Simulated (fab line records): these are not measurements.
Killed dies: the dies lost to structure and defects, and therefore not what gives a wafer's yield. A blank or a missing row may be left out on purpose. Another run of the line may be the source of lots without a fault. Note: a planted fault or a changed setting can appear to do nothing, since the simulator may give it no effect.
fab line records | flow nandHarc
[record] lots = 24 | wafers = 72 | lastDay = 33
route steps=1302 shown A_ONON_D2@567 A_CHANNEL_HOLE_D2@570 A_CHANNEL_FILL_D2@616
lots that met no fault: from a run of the same line without faults
startH: hours from the record's opening day to when the first of the lot's shown wafers began | waitH: hours since the lot's step before | " as in the row above | L1.1+2: one row covering several wafers at once | - no value present, or no start provided | * or withheld: withheld | < > ~ a bound
route shown NAME@n: names a module that has steps shown in the file, with the first one's number in the route | usual: mean/standard deviation of fault-free wafers | same: alike in all rows | chamber/n: place in a boat | sites: readings site by site | _std_site: the values' standard deviation | _edge_site: the outer-site mean with the inner-site mean subtracted | radiusMm: for every site, how far away it sits from the centre of the wafer | mask NAME#n: copy n | behind: the last tool/chamber to shape the wafer | hold: what put the lot on hold/how long, in hours/how the hold closed | device: which transistor (n, p or np) failed to switch | end of line: tests of these same wafers at the route's end | for a step that has no rows: nothing shown but its recipe | killed: dies lost to structure and defects at the first sort, not the wafer's yield | map: a wafer's dies, marking killed ones x, the rest . and places with no die _
set.NAME: the setting the step ran with; set.NAME@STEP: the setting that earlier step ran with | model.NAME: the simulator's own value behind a step, which no gauge read
route steps across a sampled set of lots; one table per step, one row per wafer
services: from which hour (startH, from the record's first day; less than 0 if before it) a tool's chamber was out of use, for how many hours, and why
[[steps]]
[step NHARC_A_ONON_D2_THK_MEAS_34]
[recipe] thkMeasGauge = ellipsometry
[usual] thkNm = 199.6/2.9
lot.wafer | tool         | chamber | startH | waitH | thkNm
L074.2    | filmMetro-01 | -       | 290.27 | -     | 194.0
L074.3    | "            | -       | "      | "     | 194.7
L074.5    | "            | -       | "      | "     | 199.5
L076.3    | filmMetro-02 | -       | 295.11 | -     | 193.6
L076.5    | "            | -       | "      | "     | 200.1
L076.6    | "            | -       | "      | "     | 200.0
L075.2    | filmMetro-01 | -       | 295.23 | 0.5   | 199.5
L075.3    | "            | -       | "      | "     | 201.8
L075.5    | "            | -       | "      | "     | 199.4
L077.2    | filmMetro-01 | -       | 329.55 | -     | 198.3
L077.4    | "            | -       | "      | "     | 203.3
L077.6    | "            | -       | "      | "     | 201.2
L078.3    | filmMetro-01 | -       | 329.62 | -     | 199.7
L078.4    | "            | -       | "      | "     | 203.4
L078.5    | "            | -       | "      | "     | 200.1
L079.2    | filmMetro-02 | -       | 336.90 | -     | 200.0
L079.5    | "            | -       | "      | "     | 205.6
L079.6    | "            | -       | "      | "     | 202.4
L080.3    | filmMetro-01 | -       | 347.08 | -     | 203.5
L080.4    | "            | -       | "      | "     | 204.4
L080.6    | "            | -       | "      | "     | 205.5
L082.2    | filmMetro-01 | -       | 363.29 | -     | 198.2
L082.4    | "            | -       | "      | "     | 200.7
L082.5    | "            | -       | "      | "     | 200.8
L081.2    | filmMetro-02 | -       | 363.33 | -     | 198.3
L081.4    | "            | -       | "      | "     | 204.3
L081.6    | "            | -       | "      | "     | 204.6
L084.3    | filmMetro-01 | -       | 380.18 | -     | 199.6
L084.4    | "            | -       | "      | "     | 204.5
L084.6    | "            | -       | "      | "     | 203.4
L083.2    | filmMetro-01 | -       | 380.18 | -     | 197.5
L083.3    | "            | -       | "      | "     | 201.2
L083.4    | "            | -       | "      | "     | 200.3
L085.2    | filmMetro-02 | -       | 395.47 | -     | 199.6
L085.3    | "            | -       | "      | "     | 199.6
L085.5    | "            | -       | "      | "     | 203.1
L086.4    | filmMetro-02 | -       | 404.41 | -     | 202.2
L086.5    | "            | -       | "      | "     | 201.7
L086.6    | "            | -       | "      | "     | 205.4
L087.3    | filmMetro-01 | -       | 428.11 | -     | 197.2
L087.4    | "            | -       | "      | "     | 199.5
L087.6    | "            | -       | "      | "     | 197.3
L088.2    | filmMetro-01 | -       | 428.15 | -     | 198.4
L088.3    | "            | -       | "      | "     | 198.8
L088.6    | "            | -       | "      | "     | 202.8
L089.2    | filmMetro-01 | -       | 432.03 | 0.5   | 197.9
L089.3    | "            | -       | "      | "     | 198.4
L089.4    | "            | -       | "      | "     | 196.6
L090.4    | filmMetro-02 | -       | 449.63 | -     | 204.1
L090.5    | "            | -       | "      | "     | 196.9
L090.6    | "            | -       | "      | "     | 203.1
L091.3    | filmMetro-02 | -       | 455.22 | -     | 195.3
L091.4    | "            | -       | "      | "     | 198.9
L091.5    | "            | -       | "      | "     | 198.2
L092.3    | filmMetro-02 | -       | 472.54 | -     | 199.7
L092.4    | "            | -       | "      | "     | 200.4
L092.5    | "            | -       | "      | "     | 199.7
L093.1    | filmMetro-01 | -       | 472.57 | -     | 193.9
L093.5    | "            | -       | "      | "     | 199.5
L093.6    | "            | -       | "      | "     | 197.4
L094.1    | filmMetro-01 | -       | 479.66 | -     | 196.2
L094.3    | "            | -       | "      | "     | 193.6
L094.6    | "            | -       | "      | "     | 201.9
L095.1    | filmMetro-01 | -       | 499.34 | -     | 197.7
L095.4    | "            | -       | "      | "     | 200.3
L095.5    | "            | -       | "      | "     | 205.0
L096.2    | filmMetro-01 | -       | 506.51 | -     | 197.9
L096.4    | "            | -       | "      | "     | 196.6
L096.5    | "            | -       | "      | "     | 199.2
L097.1    | filmMetro-02 | -       | 514.84 | -     | 197.6
L097.3    | "            | -       | "      | "     | 194.8
L097.5    | "            | -       | "      | "     | 199.9
[step NHARC_A_CHANNEL_HOLE_D2_DEP_00]
[recipe] targetThkA = 31000 | tempC = 400 | material = aC
[usual] throttleValvePct = 35.000/0.0083
lot.wafer | tool      | chamber | startH | waitH | throttleValvePct
L074.2    | aclDep-01 | 0       | 290.72 | 0.4   | 35.014
L074.3    | "         | 0       | "      | "     | 35.001
L074.5    | "         | 0       | "      | "     | 34.995
L075.2    | aclDep-03 | 0       | 297.99 | 2.7   | 35.012
L075.3    | "         | 0       | "      | "     | 35.001
L075.5    | "         | 0       | "      | "     | 35.000
L076.3    | aclDep-02 | 0       | 298.21 | 3.0   | 35.010
L076.5    | "         | 0       | "      | "     | 34.996
L076.6    | "         | 0       | "      | "     | 35.010
L077.2    | aclDep-02 | 0       | 330.02 | 0.4   | 35.012
L077.4    | "         | 0       | "      | "     | 34.997
L077.6    | "         | 0       | "      | "     | 35.017
L078.3    | aclDep-03 | 0       | 330.38 | 0.7   | 34.997
L078.4    | "         | 0       | "      | "     | 35.010
L078.5    | "         | 0       | "      | "     | 34.992
L079.2    | aclDep-03 | 0       | 337.68 | 0.7   | 34.998
L079.5    | "         | 0       | "      | "     | 34.984
L079.6    | "         | 0       | "      | "     | 35.003
L080.3    | aclDep-03 | 0       | 349.65 | 2.5   | 35.003
L080.4    | "         | 0       | "      | "     | 34.996
L080.6    | "         | 0       | "      | "     | 35.017
L082.2    | aclDep-01 | 0       | 366.10 | 2.7   | 34.984
L082.4    | "         | 0       | "      | "     | 34.994
L082.5    | "         | 0       | "      | "     | 35.005
L081.2    | aclDep-03 | 0       | 366.27 | 2.9   | 34.997
L081.4    | "         | 0       | "      | "     | 35.001
L081.6    | "         | 0       | "      | "     | 34.988
L084.3    | aclDep-02 | 0       | 380.99 | 0.7   | 35.005
L084.4    | "         | 0       | "      | "     | 34.989
L084.6    | "         | 0       | "      | "     | 34.987
L083.2    | aclDep-02 | 0       | 382.57 | 2.3   | 34.993
L083.3    | "         | 0       | "      | "     | 35.004
L083.4    | "         | 0       | "      | "     | 34.997
L085.2    | aclDep-02 | 0       | 395.94 | 0.4   | 34.994
L085.3    | "         | 0       | "      | "     | 34.999
L085.5    | "         | 0       | "      | "     | 35.007
L086.4    | aclDep-01 | 0       | 405.52 | 1.0   | 34.998
L086.5    | "         | 0       | "      | "     | 35.005
L086.6    | "         | 0       | "      | "     | 34.995
L088.2    | aclDep-03 | 0       | 432.42 | 4.2   | 34.991
L088.3    | "         | 0       | "      | "     | 34.995
L088.6    | "         | 0       | "      | "     | 35.007
L087.3    | aclDep-01 | 0       | 432.65 | 4.5   | 35.013
L087.4    | "         | 0       | "      | "     | 35.002
L087.6    | "         | 0       | "      | "     | 35.000
L089.2    | aclDep-03 | 0       | 434.33 | 2.2   | 34.992
L089.3    | "         | 0       | "      | "     | 35.016
L089.4    | "         | 0       | "      | "     | 35.003
L090.4    | aclDep-02 | 0       | 453.41 | 3.7   | 34.998
L090.5    | "         | 0       | "      | "     | 34.999
L090.6    | "         | 0       | "      | "     | 34.998
L091.3    | aclDep-02 | 0       | 456.84 | 1.6   | 35.006
L091.4    | "         | 0       | "      | "     | 35.006
L091.5    | "         | 0       | "      | "     | 35.005
L093.1    | aclDep-02 | 0       | 472.73 | 0.1   | 35.003
L093.5    | "         | 0       | 474.00 | 1.3   | 34.981
L093.6    | "         | 0       | "      | "     | 35.012
L092.3    | aclDep-03 | 0       | 473.31 | 0.7   | 35.005
L092.4    | "         | 0       | "      | "     | 34.994
L092.5    | "         | 0       | "      | "     | 35.005
L094.1    | aclDep-02 | 0       | 479.79 | 0.1   | 34.997
L094.3    | "         | 0       | "      | "     | 35.005
L094.6    | "         | 0       | "      | "     | 35.009
L095.1    | aclDep-02 | 0       | 499.49 | 0.1   | 34.994
L095.4    | "         | 0       | "      | "     | 34.983
L095.5    | "         | 0       | "      | "     | 35.001
L096.2    | aclDep-03 | 0       | 506.96 | 0.4   | 35.001
L096.4    | "         | 0       | "      | "     | 34.996
L096.5    | "         | 0       | "      | "     | 35.001
L097.1    | aclDep-01 | 0       | 514.99 | 0.1   | 35.006
L097.3    | "         | 0       | "      | "     | 34.996
L097.5    | "         | 0       | "      | "     | 35.007
[step NHARC_A_CHANNEL_HOLE_D2_OVL_MEAS_11]
[usual] overlayXNm = 0.2/0.74 | overlayYNm = -0.1/1.2
lot.wafer | tool       | chamber | startH | waitH | overlayXNm | overlayYNm
L074.2    | overlay-02 | -       | 293.16 | -     | 0.3        | 1.5
L074.3    | "          | -       | "      | "     | 0.0        | 1.6
L074.5    | "          | -       | "      | "     | -0.2       | 1.4
L076.3    | overlay-01 | -       | 300.21 | -     | 1.3        | 2.0
L076.5    | "          | -       | "      | "     | 1.0        | 2.5
L076.6    | "          | -       | "      | "     | 1.4        | 2.0
L075.2    | overlay-02 | -       | 300.44 | -     | 0.0        | 0.1
L075.3    | "          | -       | "      | "     | 0.4        | 0.2
L075.5    | "          | -       | "      | "     | 0.0        | 0.4
L077.2    | overlay-01 | -       | 332.32 | -     | 0.3        | 0.3
L077.4    | "          | -       | "      | "     | 0.9        | 0.4
L077.6    | "          | -       | "      | "     | 0.6        | 0.9
L078.3    | overlay-02 | -       | 332.52 | -     | 1.4        | -2.3
L078.4    | "          | -       | "      | "     | 1.8        | -1.8
L078.5    | "          | -       | "      | "     | 1.4        | -2.7
L079.2    | overlay-01 | -       | 340.00 | -     | -0.2       | -0.1
L079.5    | "          | -       | "      | "     | -0.8       | -0.7
L079.6    | "          | -       | "      | "     | 0.1        | -0.6
L080.3    | overlay-02 | -       | 351.75 | -     | 0.1        | 0.1
L080.4    | "          | -       | "      | "     | 0.0        | -0.3
L080.6    | "          | -       | "      | "     | 0.0        | -0.1
L082.2    | overlay-02 | -       | 368.39 | -     | -0.1       | 1.5
L082.4    | "          | -       | "      | "     | -0.1       | 0.9
L082.5    | "          | -       | "      | "     | 0.5        | 0.2
L081.2    | overlay-01 | -       | 368.67 | -     | -0.4       | 0.3
L081.4    | "          | -       | "      | "     | -0.7       | 0.7
L081.6    | "          | -       | "      | "     | -0.2       | 0.7
L084.3    | overlay-01 | -       | 382.96 | -     | -0.9       | 0.6
L084.4    | "          | -       | "      | "     | -1.0       | 0.4
L084.6    | "          | -       | "      | "     | -0.6       | 1.3
L083.2    | overlay-01 | -       | 385.00 | -     | 0.3        | -0.3
L083.3    | "          | -       | "      | "     | 0.7        | -0.7
L083.4    | "          | -       | "      | "     | 0.4        | -0.2
L085.2    | overlay-01 | -       | 398.36 | -     | 0.2        | 0.8
L085.3    | "          | -       | "      | "     | -0.1       | 0.9
L085.5    | "          | -       | "      | "     | 0.2        | 0.3
L086.4    | overlay-01 | -       | 407.30 | -     | -0.5       | 2.0
L086.5    | "          | -       | "      | "     | 0.0        | 1.6
L086.6    | "          | -       | "      | "     | -0.2       | 1.1
L087.3    | overlay-01 | -       | 434.65 | -     | -0.3       | 0.6
L087.4    | "          | -       | "      | "     | -0.3       | 0.7
L087.6    | "          | -       | "      | "     | -0.4       | 0.7
L088.2    | overlay-02 | -       | 434.87 | -     | 0.0        | -0.3
L088.3    | "          | -       | "      | "     | 0.3        | -0.7
L088.6    | "          | -       | "      | "     | 0.6        | -1.1
L089.2    | overlay-02 | -       | 436.93 | -     | 2.1        | -2.2
L089.3    | "          | -       | "      | "     | 1.2        | -2.3
L089.4    | "          | -       | "      | "     | 1.2        | -2.0
L090.4    | overlay-01 | -       | 455.07 | -     | 0.3        | -0.8
L090.5    | "          | -       | "      | "     | -0.1       | -0.3
L090.6    | "          | -       | "      | "     | -0.2       | -0.4
L091.3    | overlay-01 | -       | 458.84 | -     | 1.0        | -0.2
L091.4    | "          | -       | "      | "     | 0.8        | 0.0
L091.5    | "          | -       | "      | "     | 1.4        | -0.1
L092.3    | overlay-02 | -       | 475.41 | -     | -0.5       | -0.4
L092.4    | "          | -       | "      | "     | -0.7       | -0.8
L092.5    | "          | -       | "      | "     | -0.5       | -1.0
L093.1    | overlay-02 | -       | 475.56 | -     | 0.1        | -1.0
L093.5    | "          | -       | "      | "     | 0.3        | -0.4
L093.6    | "          | -       | "      | "     | 0.8        | -0.2
L094.1    | overlay-02 | -       | 482.52 | -     | 0.6        | 0.4
L094.3    | "          | -       | "      | "     | 1.4        | 1.0
L094.6    | "          | -       | "      | "     | 0.9        | 0.6
L095.1    | overlay-02 | -       | 502.07 | -     | -0.6       | -2.2
L095.4    | "          | -       | "      | "     | -1.2       | -2.1
L095.5    | "          | -       | "      | "     | -1.9       | -1.4
L096.2    | overlay-02 | -       | 509.39 | -     | 0.1        | -0.7
L096.4    | "          | -       | "      | "     | 0.3        | -0.1
L096.5    | "          | -       | "      | "     | 0.5        | -0.5
L097.1    | overlay-02 | -       | 517.73 | -     | 0.6        | -1.7
L097.3    | "          | -       | "      | "     | 0.8        | -1.8
L097.5    | "          | -       | "      | "     | 1.0        | -1.7
[step NHARC_A_CHANNEL_HOLE_D2_CD_MEAS_18]
[usual] cdNm = 100.4/2.3
lot.wafer | tool     | chamber | startH | waitH | cdNm
L074.2    | cdSem-01 | -       | 294.37 | -     | 97.8
L074.3    | "        | -       | "      | "     | 99.5
L074.5    | "        | -       | "      | "     | 99.4
L076.3    | cdSem-01 | -       | 301.43 | -     | 102.2
L076.5    | "        | -       | "      | "     | 99.4
L076.6    | "        | -       | "      | "     | 99.3
L075.2    | cdSem-03 | -       | 301.64 | -     | 100.1
L075.3    | "        | -       | "      | "     | 100.9
L075.5    | "        | -       | "      | "     | 100.6
L077.2    | cdSem-02 | -       | 333.54 | -     | 99.8
L077.4    | "        | -       | "      | "     | 97.3
L077.6    | "        | -       | "      | "     | 97.9
L078.3    | cdSem-03 | -       | 333.73 | -     | 101.6
L078.4    | "        | -       | "      | "     | 101.4
L078.5    | "        | -       | "      | "     | 99.1
L079.2    | cdSem-03 | -       | 341.21 | -     | 102.4
L079.5    | "        | -       | "      | "     | 102.7
L079.6    | "        | -       | "      | "     | 102.8
L080.3    | cdSem-01 | -       | 352.96 | -     | 93.3
L080.4    | "        | -       | "      | "     | 97.1
L080.6    | "        | -       | "      | "     | 100.0
L082.2    | cdSem-01 | -       | 369.60 | -     | 101.4
L082.4    | "        | -       | "      | "     | 98.4
L082.5    | "        | -       | "      | "     | 98.8
L081.2    | cdSem-02 | -       | 369.87 | -     | 99.2
L081.4    | "        | -       | "      | "     | 103.0
L081.6    | "        | -       | "      | "     | 99.1
L084.3    | cdSem-01 | -       | 384.26 | -     | 101.2
L084.4    | "        | -       | "      | "     | 104.8
L084.6    | "        | -       | "      | "     | 100.9
L083.2    | cdSem-01 | -       | 386.46 | -     | 99.2
L083.3    | "        | -       | "      | "     | 100.0
L083.4    | "        | -       | "      | "     | 98.5
L085.2    | cdSem-01 | -       | 400.19 | 0.7   | 98.9
L085.3    | "        | -       | "      | "     | 103.7
L085.5    | "        | -       | "      | "     | 100.9
L086.4    | cdSem-01 | -       | 408.52 | -     | 102.2
L086.5    | "        | -       | "      | "     | 100.9
L086.6    | "        | -       | "      | "     | 97.8
L087.3    | cdSem-03 | -       | 435.86 | -     | 100.7
L087.4    | "        | -       | "      | "     | 101.9
L087.6    | "        | -       | "      | "     | 100.0
L088.2    | cdSem-01 | -       | 436.08 | -     | 99.2
L088.3    | "        | -       | "      | "     | 101.5
L088.6    | "        | -       | "      | "     | 98.0
L089.2    | cdSem-01 | -       | 438.14 | -     | 101.3
L089.3    | "        | -       | "      | "     | 102.6
L089.4    | "        | -       | "      | "     | 100.0
L090.4    | cdSem-02 | -       | 456.28 | -     | 98.0
L090.5    | "        | -       | "      | "     | 101.1
L090.6    | "        | -       | "      | "     | 106.5
L091.3    | cdSem-02 | -       | 460.05 | -     | 99.4
L091.4    | "        | -       | "      | "     | 98.3
L091.5    | "        | -       | "      | "     | 97.0
L092.3    | cdSem-02 | -       | 476.62 | -     | 97.4
L092.4    | "        | -       | "      | "     | 103.6
L092.5    | "        | -       | "      | "     | 98.9
L093.1    | cdSem-03 | -       | 477.24 | -     | 100.2
L093.5    | "        | -       | "      | "     | 99.2
L093.6    | "        | -       | "      | "     | 98.0
L094.1    | cdSem-02 | -       | 483.73 | -     | 100.5
L094.3    | "        | -       | "      | "     | 103.5
L094.6    | "        | -       | "      | "     | 100.8
L095.1    | cdSem-01 | -       | 503.27 | -     | 103.2
L095.4    | "        | -       | "      | "     | 99.9
L095.5    | "        | -       | "      | "     | 100.7
L096.2    | cdSem-03 | -       | 510.60 | -     | 100.5
L096.4    | "        | -       | "      | "     | 102.3
L096.5    | "        | -       | "      | "     | 101.8
L097.1    | cdSem-03 | -       | 518.95 | -     | 97.8
L097.3    | "        | -       | "      | "     | 100.5
L097.5    | "        | -       | "      | "     | 102.4
[step NHARC_A_CHANNEL_FILL_D2_ALD_16]
[recipe] targetThkA = 15 | pulseTimeS = 10 | aldCycles = 15 | tempC = 300 | material = SiO2
[usual] heaterPowerOuterW = 275/39 | heaterPowerW = 489/54 | precursorPulseHeightRel = 1.001/0.019
lot.wafer | tool     | chamber | startH | waitH | heaterPowerOuterW | heaterPowerW | precursorPulseHeightRel
L074.2    | aldHk-03 | 2       | 312.51 | 0.0   | 327               | 546          | 1.011
L074.3    | "        | 1       | "      | "     | 213               | 399          | 0.994
L074.5    | "        | 3       | "      | "     | 317               | 565          | 0.967
L075.2    | aldHk-04 | 3       | 320.19 | 0.0   | 263               | 491          | 1.062
L075.3    | "        | 2       | "      | "     | 247               | 441          | 0.995
L075.5    | "        | 3       | "      | "     | 270               | 478          | 1.010
L076.3    | aldHk-02 | 3       | 320.24 | 0.1   | 232               | 422          | 0.988
L076.5    | "        | 1       | "      | "     | 314               | 531          | 0.992
L076.6    | "        | 2       | "      | "     | 296               | 518          | 0.994
L077.2    | aldHk-03 | 2       | 351.92 | 0.1   | 334               | 541          | 1.027
L077.4    | "        | 3       | "      | "     | 307               | 587          | 1.004
L077.6    | "        | 0       | "      | "     | 262               | 461          | 1.012
L079.2    | aldHk-04 | 0       | 357.29 | 0.0   | 262               | 486          | 1.003
L079.5    | "        | 0       | "      | "     | 257               | 483          | 0.984
L079.6    | "        | 1       | "      | "     | 267               | 464          | 0.992
L078.3    | aldHk-03 | 0       | 357.34 | 0.1   | 273               | 456          | 1.002
L078.4    | "        | 1       | "      | "     | 208               | 424          | 1.004
L078.5    | "        | 2       | "      | "     | 331               | 562          | 1.035
L080.4    | aldHk-03 | 0       | 373.34 | 0.0   | 262               | 456          | 1.011
L080.3    | "        | 1       | "      | "     | 207               | 399          | 0.998
L080.6    | "        | 1       | "      | "     | 207               | 408          | 1.021
L082.2    | aldHk-02 | 3       | 389.45 | 0.0   | 218               | 414          | 0.999
L082.4    | "        | 1       | "      | "     | 294               | 500          | 1.006
L082.5    | "        | 3       | "      | "     | 222               | 409          | 0.995
L081.4    | aldHk-03 | 2       | 389.45 | 0.0   | 329               | 546          | 0.989
L081.2    | "        | 3       | "      | "     | 320               | 565          | 1.013
L081.6    | "        | 3       | "      | "     | 312               | 565          | 1.026
L084.3    | aldHk-03 | 2       | 402.41 | 0.0   | 317               | 543          | 0.970
L084.4    | "        | 1       | "      | "     | 211               | 414          | 1.026
L084.6    | "        | 3       | "      | "     | 324               | 567          | 0.961
L083.4    | aldHk-03 | 0       | 406.62 | 0.0   | 274               | 482          | 0.987
L083.3    | "        | 1       | "      | "     | 212               | 415          | 0.997
L083.2    | "        | 2       | "      | "     | 321               | 531          | 1.024
L085.3    | aldHk-04 | 0       | 418.64 | 0.0   | 254               | 486          | 1.018
L085.2    | "        | 3       | "      | "     | 268               | 470          | 0.997
L085.5    | "        | 1       | "      | "     | 263               | 457          | 1.003
L086.4    | aldHk-03 | 2       | 426.62 | 0.0   | 319               | 531          | 1.038
L086.6    | "        | 2       | "      | "     | 320               | 531          | 1.025
L086.5    | "        | 3       | "      | "     | 317               | 558          | 1.032
L088.3    | aldHk-03 | 2       | 454.10 | 0.0   | 321               | 529          | 1.008
L088.2    | "        | 0       | "      | "     | 275               | 478          | 1.032
L088.6    | "        | 3       | "      | "     | 322               | 584          | 0.974
L087.3    | aldHk-03 | 3       | 454.26 | 0.2   | 325               | 566          | 1.017
L087.4    | "        | 0       | "      | "     | 276               | 485          | 0.989
L087.6    | "        | 0       | "      | "     | 277               | 472          | 1.003
L089.4    | aldHk-04 | 2       | 458.25 | 0.0   | 258               | 442          | 1.012
L089.3    | "        | 3       | "      | "     | 253               | 458          | 0.995
L089.2    | "        | 1       | "      | "     | 261               | 448          | 1.014
L090.4    | aldHk-02 | 2       | 475.99 | 0.0   | 291               | 503          | 0.985
L090.6    | "        | 2       | "      | "     | 287               | 506          | 1.017
L090.5    | "        | 3       | "      | "     | 226               | 411          | 1.010
L091.3    | aldHk-04 | 0       | 478.98 | 0.1   | 259               | 485          | 0.962
L091.4    | "        | 2       | "      | "     | 261               | 452          | 1.013
L091.5    | "        | 0       | "      | "     | 265               | 488          | 0.988
L092.4    | aldHk-03 | 0       | 494.80 | 0.1   | 280               | 465          | 0.975
L092.3    | "        | 2       | "      | "     | 314               | 528          | 1.000
L092.5    | "        | 0       | "      | "     | 283               | 476          | 1.033
L093.1    | aldHk-04 | 3       | 494.81 | 0.1   | 254               | 465          | 0.989
L093.6    | "        | 2       | "      | "     | 257               | 455          | 0.998
L093.5    | "        | 3       | "      | "     | 252               | 465          | 1.021
L094.3    | aldHk-03 | 3       | 504.18 | 0.1   | 318               | 581          | 1.015
L094.1    | "        | 0       | "      | "     | 276               | 471          | 0.974
L094.6    | "        | 3       | "      | "     | 325               | 572          | 0.985
L095.4    | aldHk-03 | 0       | 522.17 | 0.1   | 279               | 465          | 1.013
L095.1    | "        | 1       | "      | "     | 213               | 425          | 1.008
L095.5    | "        | 3       | "      | "     | 319               | 561          | 0.983
L096.4    | aldHk-02 | 0       | 530.18 | 0.1   | 231               | 429          | 1.012
L096.2    | "        | 1       | "      | "     | 310               | 524          | 1.004
L096.5    | "        | 3       | "      | "     | 223               | 407          | 0.985
L097.1    | aldHk-03 | 1       | 537.28 | 0.1   | 218               | 428          | 0.999
L097.3    | "        | 2       | "      | "     | 319               | 530          | 0.967
L097.5    | "        | 0       | "      | "     | 274               | 473          | 0.974
[step NHARC_A_CHANNEL_FILL_D2_INSPECT_13]
[usual] rawDefectCount = 337/110
lot.wafer | tool             | chamber | startH | waitH | rawDefectCount
L074.2    | defectInspect-01 | -       | 353.25 | 0.1   | 208
L074.3    | "                | -       | "      | "     | 140
L074.5    | "                | -       | "      | "     | 185
L075.2    | defectInspect-02 | -       | 353.26 | 0.1   | 306
L075.3    | "                | -       | "      | "     | 284
L075.5    | "                | -       | "      | "     | 224
L076.3    | defectInspect-01 | -       | 357.75 | 0.1   | 309
L076.5    | "                | -       | "      | "     | 270
L076.6    | "                | -       | "      | "     | 309
L077.2    | defectInspect-02 | -       | 388.01 | 0.1   | 360
L077.4    | "                | -       | "      | "     | 305
L077.6    | "                | -       | "      | "     | 320
L078.3    | defectInspect-02 | -       | 392.61 | 0.1   | 377
L078.4    | "                | -       | "      | "     | 397
L078.5    | "                | -       | "      | "     | 564
L079.2    | defectInspect-01 | -       | 392.61 | 0.1   | 189
L079.5    | "                | -       | "      | "     | 204
L079.6    | "                | -       | "      | "     | 291
L080.3    | defectInspect-02 | -       | 413.19 | 0.1   | 397
L080.4    | "                | -       | "      | "     | 500
L080.6    | "                | -       | "      | "     | 567
L081.2    | defectInspect-02 | -       | 427.20 | 0.1   | 278
L081.4    | "                | -       | "      | "     | 240
L081.6    | "                | -       | "      | "     | 270
L082.2    | defectInspect-01 | -       | 427.37 | 0.1   | 304
L082.4    | "                | -       | "      | "     | 347
L082.5    | "                | -       | "      | "     | 415
L083.2    | defectInspect-02 | -       | 441.32 | 0.1   | 317
L083.3    | "                | -       | "      | "     | 298
L083.4    | "                | -       | "      | "     | 430
L084.3    | defectInspect-01 | -       | 441.37 | 0.1   | 433
L084.4    | "                | -       | "      | "     | 342
L084.6    | "                | -       | "      | "     | 490
L085.2    | defectInspect-01 | -       | 454.12 | 0.2   | 463
L085.3    | "                | -       | "      | "     | 621
L085.5    | "                | -       | "      | "     | 445
L086.4    | defectInspect-02 | -       | 462.06 | 0.1   | 343
L086.5    | "                | -       | "      | "     | 349
L086.6    | "                | -       | "      | "     | 331
L087.3    | defectInspect-02 | -       | 489.55 | 0.1   | 455
L087.4    | "                | -       | "      | "     | 637
L087.6    | "                | -       | "      | "     | 388
L088.2    | defectInspect-01 | -       | 489.57 | 0.1   | 252
L088.3    | "                | -       | "      | "     | 317
L088.6    | "                | -       | "      | "     | 244
L089.2    | defectInspect-01 | -       | 498.10 | 0.1   | 207
L089.3    | "                | -       | "      | "     | 390
L089.4    | "                | -       | "      | "     | 324
L090.4    | defectInspect-01 | -       | 511.21 | 0.1   | 464
L090.5    | "                | -       | "      | "     | 616
L090.6    | "                | -       | "      | "     | 224
L091.3    | defectInspect-01 | -       | 524.20 | 0.1   | 233
L091.4    | "                | -       | "      | "     | 250
L091.5    | "                | -       | "      | "     | 274
L093.1    | defectInspect-02 | -       | 530.15 | 0.2   | 391
L093.5    | "                | -       | "      | "     | 355
L093.6    | "                | -       | "      | "     | 317
L092.3    | defectInspect-01 | -       | 530.16 | 0.1   | 489
L092.4    | "                | -       | "      | "     | 355
L092.5    | "                | -       | "      | "     | 238
L094.1    | defectInspect-02 | -       | 540.19 | 0.2   | 288
L094.3    | "                | -       | "      | "     | 272
L094.6    | "                | -       | "      | "     | 311
L095.1    | defectInspect-02 | -       | 558.99 | 0.2   | 500
L095.4    | "                | -       | "      | "     | 528
L095.5    | "                | -       | "      | "     | 331
L096.2    | defectInspect-02 | -       | 566.21 | 0.1   | 370
L096.4    | "                | -       | "      | "     | 303
L096.5    | "                | -       | "      | "     | 264
L097.1    | defectInspect-02 | -       | 573.09 | 0.2   | 392
L097.3    | "                | -       | "      | "     | 288
L097.5    | "                | -       | "      | "     | 408
[[services]]
tool      | chamber | startH | hours | kind
aclDep-02 | -       | 296.29 | 0.6   | repair
aclDep-03 | -       | 301.11 | 13.0  | pm
aclDep-01 | -       | 346.00 | 7.9   | repair
aldHk-02  | -       | 355.26 | 10.0  | pm
aldHk-03  | -       | 360.29 | 0.5   | repair
aclDep-01 | -       | 371.47 | 13.0  | pm
aldHk-03  | -       | 390.00 | 10.0  | pm
aldHk-03  | 0       | 390.00 | 10.0  | ventCycle
aldHk-03  | 1       | 390.00 | 10.0  | ventCycle
aldHk-03  | 2       | 390.00 | 10.0  | ventCycle
aldHk-03  | 3       | 390.00 | 10.0  | ventCycle
aldHk-03  | 0       | 400.00 | -     | clean
aldHk-03  | 1       | 400.00 | -     | clean
aldHk-03  | 2       | 400.00 | -     | clean
aldHk-03  | 3       | 400.00 | -     | clean
aclDep-02 | -       | 425.29 | 13.0  | pm
aldHk-04  | -       | 434.18 | 10.0  | pm
aldHk-04  | 0       | 434.18 | 10.0  | ventCycle
aldHk-04  | 1       | 434.18 | 10.0  | ventCycle
aldHk-04  | 2       | 434.18 | 10.0  | ventCycle
aclDep-03 | -       | 483.10 | 13.0  | pm
aldHk-02  | -       | 483.45 | 1.9   | repair
aldHk-04  | -       | 533.11 | 0.9   | repair
aldHk-02  | -       | 533.26 | 10.0  | pm
[[key]]
fault none
